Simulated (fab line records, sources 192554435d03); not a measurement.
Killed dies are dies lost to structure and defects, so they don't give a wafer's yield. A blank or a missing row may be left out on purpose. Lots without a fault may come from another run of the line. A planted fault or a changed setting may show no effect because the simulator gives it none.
fab line records | flow n5_finfet
record lots=7 wafers=39
route steps=1938 shown BEOL_M2@890 BEOL_M7@1263 BEOL_M8@1398 BEOL_M11@1552
start_h: hours from the record's first day to the start of the lot's first wafer shown | wait_h: hours since the lot's step before | " the same as in the row above | L1.1+2: a row that stands for several wafers | - no value, or no start given | * or withheld: withheld | < > ~ a bound
route shown NAME@n: a module of which the file shows steps, and the number in the route of the first | usual: mean/standard deviation of fault-free wafers | same: alike in all rows | chamber/n: place in a boat | sites: the reading at each site | _std_site: their standard deviation | _edge_site: outer sites' mean less inner sites' | radius_mm: how far each site lies from the wafer's centre | mask NAME#n: copy n | behind: the tool/chamber that last shaped the wafer | hold: why the lot was held/for how many hours/how that ended | device: the transistor (n, p or np) that didn't switch | end of line: the same wafers' tests at the end of the route | a step without rows: its recipe alone | killed: dies lost to structure and defects at the first sort, not the wafer's yield | map: a wafer's dies, x killed, . not, _ none there
set.NAME: the setting as run; set.NAME@STEP: as run at that earlier step | model.NAME: the simulator's own value behind a step, which no gauge read
lots whose settings were changed on purpose; a table a step, a row a wafer
## steps
# step N5_BEOL_M2_TRENCH_ETCH_37
# recipe chemistry=C4F6/O2 target_depth_a=555.55 target=SiOC time_s=29.2 ion_energy_ev=250 pressure_mtorr=30 source_w=355 bias_w=185 Ar_flow_sccm=300 C4F6_flow_sccm=10 O2_flow_sccm=10
# columns lot.wafer tool chamber start_h wait_h set.time_s model.etch.depth_nm model.BEOL_M2.feature_depth_nm
L077.1 rie_diel-04 0 - - 15.1 29.03 29
L077.2 " 3 " " 15.1 29.71 29.8
L077.3 " 2 " " 15.1 30.2 30.2
L077.4 " 1 " " 29.2 55.79 55.8
L077.5 " 0 " " 29.2 56.27 56.2
L077.6 " 1 " " 29.2 55.06 55
L079.1 rie_diel-01 3 - - 29.2 54.91 55
L079.2 " 0 " " 29.2 56.7 56.8
L079.3 " 1 " " 29.2 54.97 55
L079.4 " 0 " " 29.2 56.76 56.8
L079.5 " 1 " " 29.2 55.07 55
L079.6 " 3 " " 29.2 55.3 55.2
L082.1 rie_diel-04 1 - - 29.2 55.64 55.6
L082.2 " 2 " " 29.2 57.93 58
L082.3 " 3 " " 29.2 56.76 56.8
L082.4 " 0 " " 29.2 56.28 56.2
L082.5 " 1 " " 29.2 55.55 55.6
L082.6 " 2 " " 29.2 58.43 58.4
L089.1 rie_diel-05 0 - - 19.27 36.6 36.6
L089.2 " 1 " " 29.2 57.33 57.4
L089.3 " 2 " " 19.27 35.72 35.8
L089.4 " 2 " " 19.27 35.92 36
L089.5 " 1 " " 29.2 57.37 57.4
L089.6 " 0 " " 29.2 54.98 55
L093.1 rie_diel-01 0 - - 29.2 57.6 57.6
L093.2 " 3 " " 29.2 55.19 55.2
L093.3 " 1 " " 29.2 55.54 55.6
L093.4 " 2 " " 29.2 55.27 55.2
L093.5 " 0 " " 29.2 57.73 57.8
L093.6 " 1 " " 29.2 55.36 55.4
L094.4 rie_diel-05 0 - - 29.2 55.11 55.2
L094.5 " 3 " " 29.2 57.51 57.6
L094.6 " 1 " " 29.2 55.36 55.4
L097.1 rie_diel-05 0 - - 16.22 30.91 31
L097.2 " 2 " " 29.2 57.66 57.6
L097.3 " 3 " " 16.22 32.44 32.4
L097.4 " 2 " " 16.22 31.79 31.8
L097.5 " 0 " " 29.2 55.99 56
L097.6 " 3 " " 29.2 57.9 58
# step N5_BEOL_M2_ETCH_41
# recipe chemistry=CH3F/O2 target=SiCN target_depth_a=299 taper_deg=2 time_s=52.5 ion_energy_ev=120 mask_material=TiN pressure_mtorr=30 source_w=395 bias_w=75 Ar_flow_sccm=150 CH3F_flow_sccm=30 O2_flow_sccm=20
# step N5_BEOL_M2_STRIP_97
# recipe chemistry=N2/H2 time_s=10 power_w=450 temp_c=40 pressure_mtorr=20 rf_frequency_hz=6e+07 bias_power_w=7 n2_flow_sccm=200 h2_flow_sccm=200
# step N5_BEOL_M2_OCD_MEAS_38
# usual trench_depth_nm=55.8/1.3
# columns lot.wafer tool chamber start_h wait_h set.time_s@BEOL_M2_TRENCH_ETCH_37 trench_depth_nm
L077.1 ocd-02 - 176.86 - 15.1 29.3
L077.2 " - " " 15.1 29.7
L077.3 " - " " 15.1 30.2
L077.4 " - " " 29.2 56.3
L077.5 " - " " 29.2 56.2
L077.6 " - " " 29.2 55.6
L079.1 ocd-02 - 180.28 - 29.2 54.5
L079.2 " - " " 29.2 56.2
L079.3 " - " " 29.2 55.0
L079.4 " - " " 29.2 56.6
L079.5 " - " " 29.2 55.6
L079.6 " - " " 29.2 56.0
L082.1 ocd-01 - 203.65 - 29.2 55.7
L082.2 " - " " 29.2 58.1
L082.3 " - " " 29.2 56.6
L082.4 " - " " 29.2 56.1
L082.5 " - " " 29.2 55.7
L082.6 " - " " 29.2 58.2
L089.1 ocd-02 - 251.03 - 19.27 36.6
L089.2 " - " " 29.2 56.8
L089.3 " - " " 19.27 35.9
L089.4 " - " " 19.27 36.1
L089.5 " - " " 29.2 56.9
L089.6 " - " " 29.2 55.2
L093.1 ocd-01 - 276.23 - 29.2 57.8
L093.2 " - " " 29.2 55.3
L093.3 " - " " 29.2 56.2
L093.4 " - " " 29.2 55.1
L093.5 " - " " 29.2 57.6
L093.6 " - " " 29.2 55.1
L094.4 ocd-02 - 279.75 - 29.2 55.7
L094.5 " - " " 29.2 57.8
L094.6 " - " " 29.2 55.6
L097.1 ocd-02 - 299.16 - 16.22 31.0
L097.2 " - " " 29.2 57.9
L097.3 " - " " 16.22 32.4
L097.4 " - " " 16.22 32.3
L097.5 " - " " 29.2 55.9
L097.6 " - " " 29.2 57.9
# step N5_BEOL_M2_HM_STRIP_39
# recipe chemistry=peroxide_tin_strip material=TiN target_depth_a=250 temp_c=50 time_s=158
# step N5_BEOL_M2_SRD_40
# recipe time_s=30 temp_c=23 rinse_liquid=diw dry=ipa_marangoni
# step N5_BEOL_M2_ECD_50
# recipe material=Cu target_thk_a=3000
# step N5_BEOL_M2_ANNEAL_51
# recipe temp_c=225 time_s=90 ambient=N2
# step N5_BEOL_M2_CMP_52
# recipe stop_on=SiOC t_overpolish_s=6.8 down_force_psi=1 platen_rpm=50 clearing_platen_down_force_psi=1.5 clearing_platen_rpm=50 post_cmp_clean=cu_alkaline target_thk_nm=40 clearing_platen_pad_velocity_m_s=0.99484 pad_velocity_m_s=0.99484
# columns lot.wafer tool chamber start_h wait_h set.time_s@BEOL_M2_TRENCH_ETCH_37 model.Cu_of_BEOL_M2_ECD_50.thk_nm
L077.3 cmp-02 0 180.37 0.2 15.1 14.2
L077.1 " 1 " " 15.1 13.2
L077.2 " 2 " " 15.1 14
L077.4 " 3 " " 29.2 40
L077.5 " 0 " " 29.2 41
L077.6 " 1 " " 29.2 40.6
L079.4 cmp-03 0 184.40 0.1 29.2 40.6
L079.2+5 " 1 " " 29.2 39.8
L079.3 " 2 " " 29.2 37
L079.1 " 3 " " 29.2 39.2
L079.6 " 0 " " 29.2 38.4
L082.3 cmp-01 1 206.97 0.2 29.2 38.6
L082.1+5 " 2,1 " " 29.2 39.2
L082.2 " 3 " " 29.2 43.8
L082.4 " 0 " " 29.2 39.8
L082.6 " 2 " " 29.2 42.6
L089.4 cmp-01 3 254.54 0.1 19.27 20.8
L089.1 " 0 " " 19.27 20.2
L089.3 " 1 " " 19.27 17.4
L089.2 " 2 " " 29.2 41
L089.5 " 3 " " 29.2 42
L089.6 " 0 " " 29.2 37.6
L093.3+2 cmp-02 1,2 279.45 0.2 29.2 40
L093.4 " 3 " " 29.2 37.4
L093.1 " 0 " " 29.2 42.2
L093.6 " 1 " " 29.2 39.8
L093.5 " 2 " " 29.2 41.4
L094.4 cmp-01 3 283.21 0.2 29.2 40.6
L094.5 " 0 " " 29.2 41.6
L094.6 " 1 " " 29.2 38.2
L097.3 cmp-03 2 302.93 0.2 16.22 14.4
L097.4 " 3 " " 16.22 16.4
L097.2 " 0 " " 29.2 41.6
L097.1 " 1 " " 16.22 15.6
L097.5 " 2 " " 29.2 39
L097.6 " 3 " " 29.2 41.8
# step N5_BEOL_M2_THK_MEAS_53
# recipe thk_meas_gauge=xrf reads=Cu_of_BEOL_M2_ECD_50
# usual M2_THK=39.7/1.7
# columns lot.wafer tool chamber start_h wait_h set.time_s@BEOL_M2_TRENCH_ETCH_37 M2_THK[nm]
L077.1 film_metro-02 - 180.67 - 15.1 13.0
L077.2 " - " " 15.1 13.8
L077.3 " - " " 15.1 14.1
L077.4 " - " " 29.2 39.6
L077.5 " - " " 29.2 40.6
L077.6 " - " " 29.2 40.1
L079.1 film_metro-02 - 184.69 - 29.2 38.9
L079.2 " - " " 29.2 39.1
L079.3 " - " " 29.2 36.7
L079.4 " - " " 29.2 40.1
L079.5 " - " " 29.2 39.1
L079.6 " - " " 29.2 38.0
L082.1 film_metro-01 - 207.27 - 29.2 39.0
L082.2 " - " " 29.2 43.6
L082.3 " - " " 29.2 38.3
L082.4 " - " " 29.2 39.7
L082.5 " - " " 29.2 39.1
L082.6 " - " " 29.2 42.5
L089.1 film_metro-02 - 254.84 - 19.27 20.0
L089.2 " - " " 29.2 41.0
L089.3 " - " " 19.27 17.4
L089.4 " - " " 19.27 20.7
L089.5 " - " " 29.2 41.8
L089.6 " - " " 29.2 37.4
L093.1 film_metro-01 - 279.75 - 29.2 42.0
L093.2 " - " " 29.2 39.6
L093.3 " - " " 29.2 39.7
L093.4 " - " " 29.2 36.9
L093.5 " - " " 29.2 41.0
L093.6 " - " " 29.2 39.6
L094.4 film_metro-02 - 283.39 - 29.2 40.1
L094.5 " - " " 29.2 40.8
L094.6 " - " " 29.2 37.6
L097.1 film_metro-01 - 303.23 - 16.22 15.8
L097.2 " - " " 29.2 42.0
L097.3 " - " " 16.22 14.4
L097.4 " - " " 16.22 16.5
L097.5 " - " " 29.2 39.1
L097.6 " - " " 29.2 42.2
# step N5_BEOL_M2_PRE_CLEAN_60
# recipe gas=NH3/H2 time_s=15 temp_c=* rf_power_w=300
# step N5_BEOL_M2_CO_CAP_55
# recipe material=Co target_thk_a=20 temp_c=200 precursor=CCTBA/H2 pressure_torr=30 time_s=102.1
# step N5_BEOL_M2_PRE_CLEAN_56
# recipe gas=NH3 time_s=15 temp_c=withheld rf_power_w=300
# step N5_BEOL_M2_DEP_57
# recipe material=SiCN target_thk_a=80 temp_c=withheld precursor=3MS/NH3 pressure_torr=3 rf_w=202 time_s=14
# step N5_BEOL_M2_RS_MEAS_58
# recipe thk_meas_gauge=four-point-probe reads=Co_of_BEOL_M2_CO_CAP_55+Cu_of_BEOL_M2_ECD_50+Co_of_BEOL_M2_CVD_47+TaN_of_BEOL_M2_ALD_84
# usual M2_RS=0.67/0.037
# columns lot.wafer tool chamber start_h wait_h set.time_s@BEOL_M2_TRENCH_ETCH_37 M2_RS[ohm/sq]
L077.1 film_metro-02 - 180.93 0.0 15.1 3.08
L077.2 " - " " 15.1 2.81
L077.3 " - " " 15.1 2.73
L077.4 " - " " 29.2 0.67
L077.5 " - " " 29.2 0.65
L077.6 " - " " 29.2 0.66
L079.1 film_metro-01 - 184.95 0.0 29.2 0.68
L079.2 " - " " 29.2 0.67
L079.3 " - " " 29.2 0.74
L079.4 " - " " 29.2 0.66
L079.5 " - " " 29.2 0.68
L079.6 " - " " 29.2 0.70
L082.1 film_metro-01 - 207.53 0.0 29.2 0.69
L082.2 " - " " 29.2 0.60
L082.3 " - " " 29.2 0.70
L082.4 " - " " 29.2 0.67
L082.5 " - " " 29.2 0.69
L082.6 " - " " 29.2 0.62
L089.1 film_metro-01 - 255.17 0.1 19.27 1.68
L089.2 " - " " 29.2 0.64
L089.3 " - " " 19.27 2.06
L089.4 " - " " 19.27 1.60
L089.5 " - " " 29.2 0.63
L089.6 " - " " 29.2 0.72
L093.1 film_metro-01 - 280.01 0.0 29.2 0.62
L093.2 " - " " 29.2 0.67
L093.3 " - " " 29.2 0.67
L093.4 " - " " 29.2 0.73
L093.5 " - " " 29.2 0.64
L093.6 " - " " 29.2 0.67
L094.4 film_metro-02 - 283.65 0.0 29.2 0.66
L094.5 " - " " 29.2 0.64
L094.6 " - " " 29.2 0.71
L097.1 film_metro-01 - 303.49 0.0 16.22 2.40
L097.2 " - " " 29.2 0.63
L097.3 " - " " 16.22 2.71
L097.4 " - " " 16.22 2.24
L097.5 " - " " 29.2 0.69
L097.6 " - " " 29.2 0.63
# step N5_BEOL_M7_ILD_DEP_00
# recipe material=SiCOH_lowk target_thk_a=1797.5 temp_c=300 precursor=DEMS/porogen pressure_torr=5 rf_w=500 time_s=33.4
# columns lot.wafer tool chamber start_h wait_h set.time_s model.SiCOH_lowk_of_BEOL_M7_ILD_DEP_00.thk_nm
L077.1 pecvd-02 2 253.56 0.0 33.4 172.6
L077.2 " 1 " " 52.74 274.8
L077.3+6 " 0,2 " " 52.74 278.8
L077.4 " 1 " " 33.4 176
L077.5 " 0 " " 33.4 181.8
L079.1 pecvd-02 2 259.67 0.0 33.4 175.2
L079.2 " 0 " " 33.4 177.2
L079.3 " 1 " " 33.4 176.6
L079.4 " 2 " " 33.4 176.4
L079.5 " 1 " " 33.4 178.2
L079.6 " 0 " " 33.4 181
L082.1 pecvd-04 2 272.66 0.0 33.4 180.2
L082.2 " 1 " " 33.4 183
L082.3 " 0 " " 33.4 182.2
L082.4 " 2 " " 33.4 183.2
L082.5 " 1 " " 33.4 185.6
L082.6 " 0 " " 33.4 182
L089.1 pecvd-02 2 320.59 0.0 33.4 178.2
L089.2 " 0 " " 33.4 180.8
L089.3 " 0 " " 33.4 184
L089.4 " 2 " " 33.4 182.4
L089.5 " 0 " " 33.4 182
L089.6 " 2 " " 33.4 181
L093.1 pecvd-02 2 338.50 0.0 41.39 217.2
L093.2 " 0 " " 41.39 218.8
L093.3 " 1 " " 33.4 175.6
L093.4 " 1 " " 33.4 178.2
L093.5 " 2 " " 41.39 220.4
L093.6 " 0 " " 33.4 180.6
L094.4 pecvd-04 1 356.37 0.1 33.4 182
L094.5 " 2 " " 33.4 181.6
L094.6 " 0 " " 33.4 184
L097.1 pecvd-01 0 370.73 0.0 26.67 146
L097.2 " 2 " " 26.67 148
L097.3+5 " 2 " " 33.4 184.6
L097.4 " 0 " " 33.4 186.2
L097.6 " 0 " " 26.67 148.8
# step N5_BEOL_M7_CURE_74
# recipe temp_c=385 time_s=240 ambient=He/Ar material=SiCOH_lowk
# columns lot.wafer tool chamber start_h wait_h set.time_s@BEOL_M7_ILD_DEP_00 model.SiCOH_lowk_of_BEOL_M7_ILD_DEP_00.thk_nm
L077.1 uv_cure-01 0 253.62 0.0 33.4 148.8
L077.2 " 0 " " 52.74 238.2
L077.3+6 " 0 " " 52.74 241.8
L077.4 " 0 " " 33.4 151.8
L077.5 " 0 " " 33.4 156.8
L079.1 uv_cure-02 0 259.73 0.0 33.4 151
L079.2 " 0 " " 33.4 152.8
L079.3+4 " 0 " " 33.4 152.2
L079.5 " 0 " " 33.4 153.6
L079.6 " 0 " " 33.4 156
L082.1 uv_cure-01 0 272.73 0.0 33.4 155.4
L082.2 " 0 " " 33.4 157.8
L082.3 " 0 " " 33.4 157.2
L082.4 " 0 " " 33.4 158
L082.5 " 0 " " 33.4 160.2
L082.6 " 0 " " 33.4 157
L089.1 uv_cure-03 0 320.68 0.1 33.4 153.8
L089.2+6 " 0 " " 33.4 156
L089.3 " 0 " " 33.4 158.8
L089.4 " 0 " " 33.4 157.4
L089.5 " 0 " " 33.4 157
L093.1 uv_cure-03 2 338.57 0.0 41.39 187.8
L093.2 " 2 " " 41.39 189.2
L093.3 " 2 " " 33.4 151.4
L093.4 " 2 " " 33.4 153.6
L093.5 " 2 " " 41.39 190.6
L093.6 " 2 " " 33.4 155.6
L094.4 uv_cure-03 0 356.65 0.3 33.4 157
L094.5 " 0 " " 33.4 156.6
L094.6 " 0 " " 33.4 158.8
L097.1 uv_cure-02 0 370.82 0.1 26.67 125.6
L097.2 " 0 " " 26.67 127.4
L097.3+5 " 0 " " 33.4 159.2
L097.4 " 0 " " 33.4 160.6
L097.6 " 0 " " 26.67 128
# step N5_BEOL_M7_THK_MEAS_01
# recipe reads=SiCOH_lowk_of_BEOL_M7_ILD_DEP_00
# usual M7_ILD_THK=155.3/2.5
# columns lot.wafer tool chamber start_h wait_h set.time_s@BEOL_M7_ILD_DEP_00 M7_ILD_THK[nm]
L077.1 film_metro-01 - 254.13 0.4 33.4 148.8
L077.2 " - " " 52.74 238.5
L077.3 " - " " 52.74 241.8
L077.4 " - " " 33.4 151.8
L077.5 " - " " 33.4 156.9
L077.6 " - " " 52.74 241.7
L079.1 film_metro-01 - 260.24 0.4 33.4 151.0
L079.2 " - " " 33.4 152.6
L079.3 " - " " 33.4 152.2
L079.4 " - " " 33.4 152.2
L079.5 " - " " 33.4 153.5
L079.6 " - " " 33.4 155.9
L082.1 film_metro-02 - 273.24 0.4 33.4 155.1
L082.2 " - " " 33.4 157.8
L082.3 " - " " 33.4 157.2
L082.4 " - " " 33.4 158.0
L082.5 " - " " 33.4 160.1
L082.6 " - " " 33.4 156.9
L089.1 film_metro-01 - 321.19 0.4 33.4 153.7
L089.2 " - " " 33.4 155.9
L089.3 " - " " 33.4 158.6
L089.4 " - " " 33.4 157.5
L089.5 " - " " 33.4 157.1
L089.6 " - " " 33.4 156.0
L093.1 film_metro-02 - 339.56 0.8 41.39 187.8
L093.2 " - " " 41.39 189.1
L093.3 " - " " 33.4 151.3
L093.4 " - " " 33.4 153.7
L093.5 " - " " 41.39 190.5
L093.6 " - " " 33.4 155.7
L094.4 film_metro-02 - 356.92 0.2 33.4 156.9
L094.5 " - " " 33.4 156.7
L094.6 " - " " 33.4 158.8
L097.1 film_metro-02 - 371.33 0.4 26.67 125.6
L097.2 " - " " 26.67 127.4
L097.3 " - " " 33.4 159.2
L097.4 " - " " 33.4 160.6
L097.5 " - " " 33.4 159.2
L097.6 " - " " 26.67 128.0
# step N5_BEOL_M8_DEP_56
# recipe material=SiCN target_thk_a=100 temp_c=withheld precursor=3MS/NH3 pressure_torr=3 rf_w=202 time_s=17.5
# columns lot.wafer tool chamber start_h wait_h set.time_s model.SiCN_of_BEOL_M8_DEP_56.thk_nm
L077.1+2 pecvd-02 2,0 268.67 0.0 17.5 10
L077.3 " 1 " " 20.83 11.8
L077.4+5 " 0,2 " " 20.83 12
L077.6 " 1 " " 17.5 10.2
L079.1 pecvd-04 2 276.62 0.0 27.45 15.6
L079.2+6 " 1 " " 17.5 10
L079.3 " 0 " " 27.45 15.2
L079.4 " 2 " " 17.5 10.2
L079.5 " 0 " " 27.45 15.4
L082.1+4+6 pecvd-04 2,0,1 289.85 0.0 17.5 10.2
L082.2 " 1 " " 17.5 9.8
L082.3 " 0 " " 17.5 10
L082.5 " 2 " " 17.5 10.4
L089.1 pecvd-03 2 334.61 0.1 24.12 13.4
L089.2+6 " 2 " " 17.5 9.8
L089.3+5 " 2 " " 24.12 13.8
L089.4 " 2 " " 17.5 10
L093.1+3 pecvd-04 0,1 358.68 0.0 21.86 12.4
L093.2+6 " 2,1 " " 17.5 10.2
L093.4 " 0 " " 17.5 10
L093.5 " 2 " " 21.86 12.8
L094.4+6 pecvd-04 0,1 373.55 0.0 17.5 9.8
L094.5 " 2 " " 17.5 10.2
L097.1+2+3+4+5+6 pecvd-02 0,2,1,2,0,1 391.63 0.0 17.5 9.8
# step N5_BEOL_M11_DESCUM_16
# recipe chemistry=O2 time_s=7.9 source_power_w=50 bias_power_w=20 pressure_mtorr=20 rf_frequency_hz=2.712e+07 temp_c=40 resist=CAR-ArF o2_flow_sccm=225
# columns lot.wafer tool chamber start_h wait_h set.time_s model.CAR-ArF_of_BEOL_M11_COAT_05.thk_nm
L077.1+2+4 rie_diel-02 0,2,1 288.71 0.5 5.971 84.6
L077.3+5+6 " 3,2,3 " " 7.9 83.2
L079.1+2+4+6 rie_diel-06 3,2,0,0 296.33 0.0 7.9 84
L079.3 " 1 " " 7.9 83.8
L079.5 " 1 " " 7.9 83.6
L082.1 rie_diel-03 1 306.86 0.0 7.9 83.4
L082.2+6 " 0,1 " " 3.551 86.4
L082.3+4 " 2,3 " " 7.9 83.6
L082.5 " 0 " " 3.551 86.2
L089.1 rie_diel-02 1 359.10 0.0 5.689 84.6
L089.2 " 0 " " 7.9 83.8
L089.3+6 " 2 " " 7.9 83.4
L089.4 " 1 " " 5.689 85.2
L089.5 " 0 " " 5.689 85
L093.1+2+4 rie_diel-06 2,1,0 378.35 0.6 10.24 81.8
L093.3 " 0 " " 7.9 83
L093.5 " 1 " " 7.9 83.4
L093.6 " 2 " " 7.9 83.2
L094.4 rie_diel-06 1 402.54 1.0 7.9 84
L094.5 " 2 " " 7.9 83.4
L094.6 " 1 " " 7.9 83.6
L097.1+3 rie_diel-03 3,2 414.56 0.3 10.92 81.6
L097.2 " 1 " " 10.92 81.8
L097.4 " 0 " " 7.9 84
L097.5 " 2 " " 7.9 83.6
L097.6 " 3 " " 7.9 83.4
# step N5_BEOL_M11_ETCH_61
# recipe chemistry=CF4 target=SiARC target_depth_a=390 mask_material=CAR-ArF time_s=65 ion_energy_ev=80 pressure_mtorr=40 source_w=545 bias_w=36 Ar_flow_sccm=100 cf4_flow_sccm=100 ends=cleared
# columns lot.wafer tool chamber start_h wait_h set.time_s@BEOL_M11_DESCUM_16 model.CAR-ArF_of_BEOL_M11_COAT_05.thk_nm
L077.1+2+4 rie_diel-02 0,2,1 288.74 0.0 5.971 56.6
L077.3+5+6 " 3,2,3 " " 7.9 55.4
L079.1+2+4 rie_diel-06 3,2,0 296.37 0.0 7.9 56
L079.3+5+6 " 1,1,0 " " 7.9 55.8
L082.1 rie_diel-03 1 306.89 0.0 7.9 55.2
L082.2 " 0 " " 3.551 58.2
L082.3+4 " 2,3 " " 7.9 55.6
L082.5 " 0 " " 3.551 58
L082.6 " 1 " " 3.551 58.4
L089.1 rie_diel-02 1 359.14 0.0 5.689 56.8
L089.2 " 0 " " 7.9 55.8
L089.3 " 2 " " 7.9 55.4
L089.4 " 1 " " 5.689 57.2
L089.5 " 0 " " 5.689 57
L089.6 " 2 " " 7.9 55.6
L093.1+2+4 rie_diel-06 2,1,0 378.39 0.0 10.24 54
L093.3 " 0 " " 7.9 55.2
L093.5+6 " 1,2 " " 7.9 55.4
L094.4 rie_diel-06 1 402.57 0.0 7.9 56
L094.5 " 2 " " 7.9 55.4
L094.6 " 1 " " 7.9 55.6
L097.1+2+3 rie_diel-03 3,1,2 414.60 0.0 10.92 53.6
L097.4 " 0 " " 7.9 56
L097.5+6 " 2,3 " " 7.9 55.6
## key
split step=N5_BEOL_M2_TRENCH_ETCH_37 setting=time_s stated=29.2 by=wafer
response step=N5_BEOL_M2_TRENCH_ETCH_37 reading=model.etch.depth_nm change=+0.565 per=1% r=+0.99
response step=N5_BEOL_M2_TRENCH_ETCH_37 reading=model.BEOL_M2.feature_depth_nm change=+0.564 per=1% r=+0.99
response step=N5_BEOL_M2_OCD_MEAS_38 reading=trench_depth_nm change=+0.563 per=1% r=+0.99
response step=N5_BEOL_M2_CMP_52 reading=model.Cu_of_BEOL_M2_ECD_50.thk_nm change=+0.571 per=1% r=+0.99
response step=N5_BEOL_M2_THK_MEAS_53 reading=M2_THK change=+0.57 per=1% r=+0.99
response step=N5_BEOL_M2_RS_MEAS_58 reading=M2_RS change=-0.0411 per=1% r=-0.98
split step=N5_BEOL_M7_ILD_DEP_00 setting=time_s stated=33.4 by=wafer
response step=N5_BEOL_M7_ILD_DEP_00 reading=model.SiCOH_lowk_of_BEOL_M7_ILD_DEP_00.thk_nm change=+1.75 per=1% r=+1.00
response step=N5_BEOL_M7_CURE_74 reading=model.SiCOH_lowk_of_BEOL_M7_ILD_DEP_00.thk_nm change=+1.53 per=1% r=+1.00
response step=N5_BEOL_M7_THK_MEAS_01 reading=M7_ILD_THK change=+1.53 per=1% r=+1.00
split step=N5_BEOL_M8_DEP_56 setting=time_s stated=17.5 by=wafer
response step=N5_BEOL_M8_DEP_56 reading=model.SiCN_of_BEOL_M8_DEP_56.thk_nm change=+0.096 per=1% r=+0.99
split step=N5_BEOL_M11_DESCUM_16 setting=time_s stated=7.9 by=wafer
response step=N5_BEOL_M11_DESCUM_16 reading=model.CAR-ArF_of_BEOL_M11_COAT_05.thk_nm change=-0.0512 per=1% r=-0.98
response step=N5_BEOL_M11_ETCH_61 reading=model.CAR-ArF_of_BEOL_M11_COAT_05.thk_nm change=-0.0504 per=1% r=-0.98
